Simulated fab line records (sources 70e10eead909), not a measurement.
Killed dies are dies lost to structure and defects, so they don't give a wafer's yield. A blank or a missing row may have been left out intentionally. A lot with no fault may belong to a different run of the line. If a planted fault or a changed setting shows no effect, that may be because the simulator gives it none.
Matching of chambers + flow nand-harc + NHARC_A_STAIRCASE_ETCH_292 on rie-diel-07 has 4 sister chambers
The step etches the open film in CF4/CHF3. 4 wafers are shown with their chamber, then 8 later ones without.

EACH WAFER AND ITS CHAMBER
| wafer  | chamber | showerhead-plenum-p-Torr (Torr) |
|--------|---------|---------------------------------|
| L081.2 | 2       | 1.53                            |
| L081.4 | 0       | 1.63                            |
| L085.6 | 1       | 1.61                            |
| L086.2 | 3       | 1.55                            |

WAFERS WITH NO CHAMBER GIVEN
| wafer  | showerhead-plenum-p-Torr (Torr) |
|--------|---------------------------------|
| L086.4 | 1.63                            |
| L086.6 | 1.60                            |
| L088.3 | 1.53                            |
| L088.5 | 1.55                            |
| L088.6 | 1.53                            |
| L092.1 | 1.60                            |
| L092.3 | 1.55                            |
| L092.5 | 1.63                            |

WHICH CHAMBER EACH ONE RAN IN
| wafer  | from the rows above | in truth |
|--------|---------------------|----------|
| L086.4 | 0                   | 0        |
| L086.6 | 1                   | 1        |
| L088.3 | 2                   | 2        |
| L088.5 | 3                   | 3        |
| L088.6 | 2                   | 2        |
| L092.1 | 1                   | 1        |
| L092.3 | 3                   | 3        |
| L092.5 | 0                   | 0        |
8 of 8 placed correctly. Not placeable from these rows: 0. 0 placed wrongly.
How it was worked out, from the rows above alone: a wafer's distance from a chamber is the root of the sum, over the readings, of the square of ((its reading less the chamber's mean) divided by the reading's scatter). If the next closest chamber is less than 2 further off than the closest, the wafer can't be placed; otherwise it belongs to the closest. For every chamber, the mean is computed from those of its wafers that are shown. The scatter (one wafer shown for each chamber): square how far every hidden wafer sits from the nearest shown wafer, average those squares and take the square root.
